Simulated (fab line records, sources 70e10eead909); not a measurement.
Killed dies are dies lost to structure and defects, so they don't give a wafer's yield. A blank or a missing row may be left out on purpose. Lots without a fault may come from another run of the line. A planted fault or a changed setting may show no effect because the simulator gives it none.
fab line records | flow nand_harc
record lots=11 wafers=33 last_day=24
route steps=1159 shown P_BONDPAD@368 THIN_TSV@1128 END@1158
lots that met no fault: from a run of the same line without faults
start_h: hours from the record's first day to the start of the lot's first wafer shown | wait_h: hours since the lot's step before | " the same as in the row above | L1.1+2: a row that stands for several wafers | - no value, or no start given | * or withheld: withheld | < > ~ a bound
route shown NAME@n: a module of which the file shows steps, and the number in the route of the first | usual: mean/standard deviation of fault-free wafers | same: alike in all rows | chamber/n: place in a boat | sites: the reading at each site | _std_site: their standard deviation | _edge_site: outer sites' mean less inner sites' | radius_mm: how far each site lies from the wafer's centre | mask NAME#n: copy n | behind: the tool/chamber that last shaped the wafer | hold: why the lot was held/for how many hours/how that ended | device: the transistor (n, p or np) that didn't switch | end of line: the same wafers' tests at the end of the route | a step without rows: its recipe alone | killed: dies lost to structure and defects at the first sort, not the wafer's yield | map: a wafer's dies, x killed, . not, _ none there
set.NAME: the setting as run; set.NAME@STEP: as run at that earlier step | model.NAME: the simulator's own value behind a step, which no gauge read
steps of the route over a sample of lots; a table a step, a row a wafer
services: from which hour (start_h, from the record's first day; less than 0 if before it) a tool's chamber was out of use, for how many hours, and why
## steps
# step NHARC_P_BONDPAD_ETCH_37
# recipe target_depth_a=600 overetch_a=180 time_s=65.91 ion_energy_ev=200 n2_flow_sccm=150 h2_flow_sccm=150 ar_flow_sccm=0 rf_w=400 bias_w=150 chemistry=N2/H2
# usual chamber_pressure_mTorr=30.001/0.028 drypump_motor_current_A=5.6/0.43 oes_product_au=0.985/0.014 rf_vpp_V=429.9/2.5 showerhead_plenum_p_Torr=2.01/0.085 throttle_valve_pct=14.171/0.0084
# columns lot.wafer tool chamber start_h wait_h chamber_pressure_mTorr drypump_motor_current_A oes_product_au rf_hours_counter_h rf_vpp_V showerhead_plenum_p_Torr throttle_valve_pct
L822.2 rie_diel-04 0 143.56 0.1 30.020 5.5 0.991 2 433.1 2.12 14.180
L822.3 " 2 " " 30.005 4.8 0.991 3 427.1 1.95 14.163
L822.4 " 3 " " 29.982 5.6 0.991 2 428.9 2.01 14.170
L823.1 rie_diel-12 1 145.55 0.2 30.009 6.0 0.999 41 428.0 1.98 14.189
L823.3 " 2 " " 30.013 6.2 0.999 38 428.4 1.92 14.176
L823.6 " 2 " " 29.954 6.2 1.001 - 428.7 1.92 14.166
L825.3 rie_diel-12 1 155.17 0.1 29.936 6.1 1.004 44 429.7 1.98 14.189
L825.1 " 3 " " 30.003 6.0 1.009 44 426.8 1.92 14.171
L825.5 " 1 " " 30.003 6.0 1.011 - 430.1 1.98 14.167
L826.1 rie_diel-04 0 167.50 0.1 30.012 5.5 0.977 4 433.7 2.12 14.162
L826.6 " 0 " " 30.014 5.5 0.972 - 431.4 2.12 14.169
L826.5 " 1 " " 29.980 6.1 0.960 - 432.4 2.09 14.187
L828.4 rie_diel-04 1 172.98 0.1 30.039 6.0 0.975 4 432.9 2.09 14.167
L828.3 " 2 " " 30.024 4.8 0.994 5 427.8 1.95 14.173
L828.6 " 1 " " 30.008 6.0 0.969 - 431.7 2.09 14.181
L829.1 rie_diel-04 2 177.42 0.1 30.022 4.9 0.989 6 427.7 1.95 14.158
L829.4 " 3 " " 30.046 5.6 1.005 5 428.9 2.01 14.164
L829.5 " 2 " " 30.017 4.8 0.993 - 427.7 1.95 14.161
L831.4 rie_diel-04 2 182.64 0.1 30.007 4.9 0.997 6 427.4 1.95 14.180
L831.3 " 0 " " 30.025 5.5 0.982 5 433.8 2.12 14.186
L831.6 " 2 " " 30.029 4.8 0.990 - 428.9 1.95 14.164
L834.4 rie_diel-04 1 209.80 0.1 30.014 6.0 0.989 8 430.8 2.09 14.150
L834.5 " 0 " " 30.038 5.4 0.976 - 433.7 2.12 14.164
L834.6 " 1 " " 29.982 6.1 0.985 - 431.3 2.09 14.158
L832.3 rie_diel-01 0 210.08 0.1 30.033 5.4 1.005 25 424.4 1.89 14.166
L832.2 " 1 " " 30.040 5.9 0.956 22 430.8 2.00 14.157
L832.6 " 2 " " 29.983 5.6 0.974 - 425.2 1.88 14.171
L842.1 rie_diel-04 3 254.86 0.1 30.008 5.6 1.010 10 430.0 2.01 14.156
L842.6 " 2 " " 30.001 4.8 0.974 - 427.7 1.95 14.181
L842.5 " 3 " " 29.992 5.6 1.003 - 430.6 2.01 14.172
L844.1 rie_diel-04 3 268.18 0.1 30.032 5.6 1.001 11 429.8 2.01 14.172
L844.3 " 1 " " 29.950 6.0 0.985 14 431.1 2.09 14.177
L844.6 " 3 " " 30.007 5.6 0.999 - 431.3 2.01 14.179
# step NHARC_THIN_TSV_PRE_CLEAN_50
# recipe time_s=30 temp_c=280 gas=H2/He
# usual heater_power_w=427/48
# columns lot.wafer tool chamber start_h wait_h heater_power_w
L822.3 pvd_sputter-03 - - - 403
L822.2 " - " " 463
L822.4 " - " " 333
L823.1 pvd_sputter-01 - - - 416
L823.3 " - " " 402
L823.6 " - " " 404
L825.3 pvd_sputter-01 - - - 438
L825.1 " - " " 444
L825.5 " - " " 428
L826.1 pvd_sputter-02 - - - 384
L826.6 " - " " 474
L826.5 " - " " 407
L831.3 pvd_sputter-01 - - - 431
L831.4 " - " " 418
L831.6 " - " " 402
L829.1 pvd_sputter-01 - - - 400
L829.4 " - " " 435
L829.5 " - " " 396
L828.3 pvd_sputter-02 - - - 385
L828.4 " - " " 472
L828.6 " - " " 509
L834.4 pvd_sputter-02 - - - 408
L834.5 " - " " 536
L834.6 " - " " 473
L832.2 pvd_sputter-03 - - - 347
L832.3 " - " " 425
L832.6 " - " " 433
L844.1 pvd_sputter-02 - - - 517
L844.3 " - " " 398
L844.6 " - " " 476
L842.1 pvd_sputter-01 - - - 405
L842.5 " - " " 404
L842.6 " - " " 427
# step NHARC_THIN_TSV_PVD_19
# recipe target_thk_a=200 chamber_pressure_pa=5 material=TaN
# usual throttle_valve_pct=30.4/1.1
# columns lot.wafer tool chamber start_h wait_h throttle_valve_pct
L822.4 pvd_sputter-03 - - - 32.7
L822.3 " - " " 31.8
L822.2 " - " " 33.1
L823.1 pvd_sputter-01 - - - 29.2
L823.3 " - " " 29.4
L823.6 " - " " 28.8
L825.1 pvd_sputter-01 - - - 29.5
L825.3 " - " " 30.0
L825.5 " - " " 29.1
L826.1 pvd_sputter-02 - - - 29.4
L826.5 " - " " 29.3
L826.6 " - " " 31.5
L831.4 pvd_sputter-01 - - - 30.0
L831.3 " - " " 29.4
L831.6 " - " " 29.5
L829.4 pvd_sputter-01 - - - 29.9
L829.1 " - " " 29.1
L829.5 " - " " 29.3
L828.4 pvd_sputter-02 - - - 30.5
L828.3 " - " " 29.3
L828.6 " - " " 29.2
L834.4 pvd_sputter-02 - - - 29.0
L834.5 " - " " 30.4
L834.6 " - " " 29.7
L832.2 pvd_sputter-03 - - - 31.4
L832.3 " - " " 30.8
L832.6 " - " " 30.4
L844.1 pvd_sputter-02 - - - 31.3
L844.3 " - " " 30.2
L844.6 " - " " 29.1
L842.1 pvd_sputter-01 - - - 28.8
L842.6 " - " " 30.2
L842.5 " - " " 29.9
# step NHARC_END_WLT_00
# usual VT_DECK1_BOTTOM=0.869/0.0085 VT_DECK1_BOTTOM_INNER=0.869/0.0084 VT_DECK1_MEDIAN_NEAR_BOTTOM=0.871/0.0084 VT_DECK1_MEDIAN_NEAR_BOTTOM_INNER=0.871/0.0086 VT_DECK1_MIDDLE=0.883/0.0071 VT_DECK1_MIDDLE_INNER=0.882/0.0073 VT_DECK1_TOP=0.894/0.0071 VT_DECK1_TOP_INNER=0.894/0.0069
# columns lot.wafer tool chamber start_h wait_h VT_DECK1_BOTTOM VT_DECK1_BOTTOM_INNER VT_DECK1_MEDIAN_NEAR_BOTTOM VT_DECK1_MEDIAN_NEAR_BOTTOM_INNER VT_DECK1_MIDDLE VT_DECK1_MIDDLE_INNER VT_DECK1_TOP VT_DECK1_TOP_INNER
L823.1 prober-02 - 449.83 7.8 0.877 0.862 0.866 0.866 0.888 0.882 0.901 0.902
L823.3 " - " " 0.877 0.878 0.884 0.875 0.890 0.892 0.904 0.913
L823.6 " - 452.29 10.3 0.862 0.872 0.877 0.868 0.884 0.882 0.902 0.906
L822.2 prober-01 - 450.40 8.4 0.883 0.875 0.887 0.880 0.886 0.887 0.897 0.902
L822.3 " - " " 0.881 0.884 0.880 0.892 0.902 0.889 0.896 0.903
L822.4 " - " " 0.871 0.872 0.874 0.877 0.889 0.885 0.903 0.902
L825.1 prober-02 - 457.62 6.7 0.867 0.866 0.874 0.868 0.873 0.883 0.897 0.894
L825.3 " - 458.62 7.7 0.877 0.875 0.885 0.872 0.889 0.887 0.897 0.896
L825.5 " - 459.62 8.7 0.858 0.872 0.870 0.868 0.890 0.883 0.897 0.898
L826.1 prober-01 - 474.78 0.0 0.886 0.877 0.876 0.880 0.892 0.891 0.903 0.894
L826.5 " - 476.79 2.1 0.872 0.871 0.881 0.871 0.893 0.882 0.904 0.902
L826.6 " - " " 0.873 0.889 0.883 0.884 0.893 0.892 0.900 0.907
L831.3 prober-02 - 482.30 1.0 0.881 0.875 0.872 0.877 0.881 0.901 0.898 0.901
L831.4 " - " " 0.869 0.856 0.867 0.870 0.884 0.878 0.899 0.902
L831.6 " - " " 0.871 0.876 0.877 0.870 0.874 0.896 0.891 0.902
L829.1 prober-02 - 489.15 3.6 0.861 0.859 0.857 0.858 0.884 0.877 0.896 0.895
L829.4 " - 490.61 5.1 0.887 0.870 0.876 0.884 0.879 0.883 0.900 0.894
L829.5 " - " " 0.873 0.877 0.872 0.874 0.891 0.886 0.896 0.899
L828.3 prober-02 - 497.85 3.2 0.853 0.850 0.858 0.857 0.871 0.864 0.883 0.880
L828.4 " - " " 0.855 0.858 0.857 0.846 0.864 0.864 0.878 0.880
L828.6 " - 499.36 4.7 0.857 0.855 0.861 0.852 0.877 0.859 0.879 0.879
L832.2 prober-02 - 505.13 4.1 0.873 0.869 0.870 0.877 0.889 0.891 0.889 0.893
L832.3 " - " " 0.865 0.874 0.870 0.868 0.882 0.884 0.895 0.896
L832.6 " - 507.13 6.0 0.874 0.873 0.876 0.877 0.884 0.885 0.898 0.899
L834.4 prober-01 - 510.42 9.3 0.863 0.869 0.877 0.872 0.880 0.876 0.885 0.888
L834.5 " - " " 0.848 0.856 0.857 0.865 0.878 0.875 0.894 0.890
L834.6 " - " " 0.875 0.870 0.875 0.880 0.884 0.887 0.883 0.891
L842.1 prober-01 - 576.54 0.0 0.871 0.867 0.869 0.871 0.880 0.880 0.887 0.887
L842.5 " - 578.55 2.0 0.869 0.865 0.865 0.864 0.873 0.886 0.901 0.893
L842.6 " - " " 0.869 0.873 0.874 0.872 0.882 0.875 0.889 0.891
L844.1 prober-02 - 576.55 0.1 0.860 0.872 0.872 0.873 0.890 0.884 0.898 0.891
L844.3 " - 577.55 1.1 0.860 0.866 0.860 0.858 0.871 0.888 0.896 0.897
L844.6 " - 579.05 2.6 0.862 0.872 0.870 0.869 0.880 0.877 0.892 0.897
# step NHARC_END_SORT_01
# recipe temp_c=25
# usual defect_limited_yield=95.5/1.4 killed_at_array=26/9.7 killed_at_other=1.0/1.2 killed_at_periphery=3.9/2.6 killed_dies=31/9.7 killed_open=3.2/1.8 killed_short=2.0/1.3 sort_bin_2_pct=1.4/0.6 sort_bin_3_pct=0.23/0.2 sort_bin_4_pct=2.9/0.97 sort_n_pass=646/9.7 sort_rim_yield_pct=95.7/2.6 sort_yield_pct=95.5/1.4
# same gross_dies=677 sort_bin_5_pct[%]=0 sort_bin_6_pct[%]=0 sort_bin_7_pct[%]=0 sort_bin_8_pct[%]=0 sort_rim_n_gross=106.00
# columns lot.wafer tool chamber start_h wait_h defect_limited_yield[%] killed_at_array killed_at_other killed_at_periphery killed_dies killed_open killed_short sort_bin_2_pct[%] sort_bin_3_pct[%] sort_bin_4_pct[%] sort_n_pass sort_rim_yield_pct[%] sort_yield_pct[%]
L832.2 prober-02 0 508.42 2.8 98.1 12 0 1 13 2 1 0.6 0 1.3 664 99.1 98.1
L832.3 prober-02 0 509.21 3.1 96.3 18 3 4 25 3 3 1.0 0.15 2.5 652 95.3 96.3
L832.6 prober-02 0 511.58 4.0 96.2 18 2 6 26 3 5 1.0 0.15 2.7 651 98.1 96.2
L834.4 prober-01 0 514.34 3.4 93.6 38 0 5 43 2 2 2.2 0 4.1 634 94.3 93.6
L834.5 prober-01 0 515.15 3.7 94.1 33 0 7 40 0 0 1.5 0 4.4 637 92.5 94.1
L834.6 prober-01 0 515.96 4.1 94.1 33 0 7 40 5 1 2.7 0.30 3.0 637 98.1 94.1
L842.1 prober-01 0 579.55 2.5 87.9 17 3 62 82 5 0 5.5 1.92 4.7 595 85.8 87.9
L842.5 prober-01 0 582.75 3.7 87.9 17 2 63 82 1 1 5.8 2.07 4.3 595 86.8 87.9
L842.6 prober-01 0 583.55 4.0 84.8 18 1 84 103 2 0 6.4 3.40 5.5 574 98.1 84.8
L844.1 prober-02 0 579.55 2.5 87.6 23 0 61 84 3 2 5.3 2.22 4.9 593 83.0 87.6
L844.3 prober-02 0 581.13 3.1 83.5 33 0 79 112 5 2 7.2 2.81 6.5 565 96.2 83.5
L844.6 prober-02 0 583.49 3.9 85.5 41 0 57 98 8 1 4.1 2.95 7.4 579 83.0 85.5
# killed by level:class
L832.2 A_CHANNEL_HOLE_D1:chamber_film_flake=5 A_CONTACT:chamber_film_flake=3 A_M0:geometric_particle:open=2 A_SOURCE_PLATE:geometric_particle:short=1 P_GATE:chamber_film_flake=1 A_CHANNEL_FILL_D1:chamber_film_flake=1
L832.3 A_CHANNEL_HOLE_D1:chamber_film_flake=6 P_STI:chamber_film_flake=3 A_STAIRCASE:chamber_film_flake=3 HYBRID_BOND:chamber_film_flake=3 A_CHANNEL_FILL_D1:chamber_film_flake=2 A_CONTACT:chamber_film_flake=2 P_M0:geometric_particle:open=1 A_CHANNEL_HOLE_D1:geometric_particle:short=1
L832.6 A_CONTACT:chamber_film_flake=6 A_CHANNEL_HOLE_D1:chamber_film_flake=4 P_CONTACT:chamber_film_flake=2 A_CHANNEL_FILL_D1:chamber_film_flake=2 P_M0:geometric_particle:short=1 P_M0:geometric_particle:open=1 P_M2:geometric_particle:short=1 A_CHANNEL_HOLE_D1:geometric_particle:open=1
L834.4 A_CHANNEL_HOLE_D1:chamber_film_flake=20 A_CONTACT:chamber_film_flake=7 A_STAIRCASE:chamber_film_flake=6 P_ZERO_WELL:chamber_film_flake=3 A_M0:geometric_particle:open=2 P_STI:chamber_film_flake=2 A_CHANNEL_FILL_D1:geometric_particle:short=1 A_WL_FILL:geometric_particle:short=1
L834.5 A_CHANNEL_HOLE_D1:chamber_film_flake=15 A_CONTACT:chamber_film_flake=10 A_STAIRCASE:chamber_film_flake=7 P_CONTACT:chamber_film_flake=4 P_ZERO_WELL:chamber_film_flake=1 P_STI:chamber_film_flake=1 P_GATE:chamber_film_flake=1 A_WL_FILL:chamber_film_flake=1
L834.6 A_CHANNEL_HOLE_D1:chamber_film_flake=14 A_STAIRCASE:chamber_film_flake=8 P_ZERO_WELL:chamber_film_flake=4 A_CONTACT:chamber_film_flake=4 A_CONTACT:geometric_particle:open=2 P_M0:geometric_particle:open=1 P_M1:geometric_particle:short=1 A_CHANNEL_FILL_D1:geometric_particle:open=1
L842.1 P_BONDPAD:unspecified=58 A_CONTACT:chamber_film_flake=6 THIN_TSV:chamber_film_flake=3 A_CONTACT:geometric_particle:open=2 P_STI:chamber_film_flake=2 A_CHANNEL_HOLE_D1:chamber_film_flake=2 A_STAIRCASE:chamber_film_flake=2 A_WL_FILL:chamber_film_flake=2
L844.1 P_BONDPAD:unspecified=58 A_SLIT:chamber_film_flake=14 A_WL_FILL:chamber_film_flake=3 P_CONTACT:geometric_particle:short=1 P_M1:geometric_particle:open=1 A_ONON_D1:geometric_particle:short=1 A_CHANNEL_FILL_D1:geometric_particle:open=1 A_BLC:geometric_particle:open=1
L844.3 P_BONDPAD:unspecified=76 A_SLIT:chamber_film_flake=21 A_CHANNEL_HOLE_D1:chamber_film_flake=5 A_CHANNEL_FILL_D1:geometric_particle:open=2 P_STI:geometric_particle:short=1 P_GATE:geometric_particle:open=1 P_M0:geometric_particle:open=1 A_SOURCE_PLATE:geometric_particle:short=1
L842.5 P_BONDPAD:unspecified=58 A_CHANNEL_HOLE_D1:chamber_film_flake=6 A_STAIRCASE:chamber_film_flake=3 A_CONTACT:chamber_film_flake=3 P_ZERO_WELL:chamber_film_flake=2 P_STI:chamber_film_flake=2 A_SLIT:chamber_film_flake=2 A_WL_FILL:chamber_film_flake=2
L844.6 P_BONDPAD:unspecified=53 A_SLIT:chamber_film_flake=24 A_CHANNEL_HOLE_D1:chamber_film_flake=7 P_M0:geometric_particle:open=2 A_SGD_CUT:geometric_particle:open=2 A_M0:geometric_particle:open=2 A_WL_FILL:chamber_film_flake=2 A_CONTACT:chamber_film_flake=2
L842.6 P_BONDPAD:unspecified=84 A_WL_FILL:chamber_film_flake=6 A_CONTACT:chamber_film_flake=5 A_STAIRCASE:chamber_film_flake=3 A_CHANNEL_HOLE_D1:chamber_film_flake=2 A_ONON_D1:geometric_particle:open=1 A_M1:geometric_particle:open=1 THIN_TSV:chamber_film_flake=1
## services
# columns tool chamber start_h hours kind
rie_diel-04 - 156.25 0.4 repair
pvd_sputter-01 - 158.03 10.0 pm
rie_diel-04 3 188.68 17.5 repair
rie_diel-12 - 202.46 9.0 pm
pvd_sputter-02 - 214.04 10.0 pm
rie_diel-12 1 217.61 2.5 repair
rie_diel-04 3 229.36 14.6 repair
pvd_sputter-03 - 246.26 15.1 repair
rie_diel-04 3 279.05 5.2 repair
pvd_sputter-03 - 280.00 10.0 pm
rie_diel-04 2 287.36 3.3 repair
rie_diel-04 - 288.99 9.0 pm
pvd_sputter-01 - 298.47 0.6 repair
rie_diel-04 2 318.05 1.9 repair
pvd_sputter-01 - 336.03 10.0 pm
rie_diel-04 3 349.22 6.0 repair
rie_diel-12 - 379.58 9.0 pm
pvd_sputter-02 - 392.04 10.0 pm
rie_diel-12 0 424.00 7.0 repair
pvd_sputter-03 - 458.00 10.0 pm
rie_diel-04 - 465.99 9.0 pm
pvd_sputter-01 - 514.03 10.0 pm
rie_diel-04 2 528.67 3.4 repair
pvd_sputter-03 - 544.72 2.2 repair
## key
first_sign step=NHARC_END_SORT_01 reading=killed_at_periphery direction=up sigmas=25 usual=3.9 struck=67.7
effect step=NHARC_END_SORT_01 reading=killed_dies direction=up sigmas=6.5 usual=31 struck=94
more_kills_born_at NHARC_P_BONDPAD_ETCH_37@rie_diel-04=387
met_at NHARC_P_BONDPAD_ETCH_37
struck_lots L842,L844
not_acting_at NHARC_THIN_TSV_PRE_CLEAN_50,NHARC_THIN_TSV_PVD_19,NHARC_END_WLT_00
onset_between 209.80 254.86
also_fits time
fault kind=chamber_particle_source tool=rie_diel-04 chamber=- onset_h=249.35 steps=NHARC_P_BONDPAD_ETCH_37 rate_per_visit_cm2=0.64004 end_h=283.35
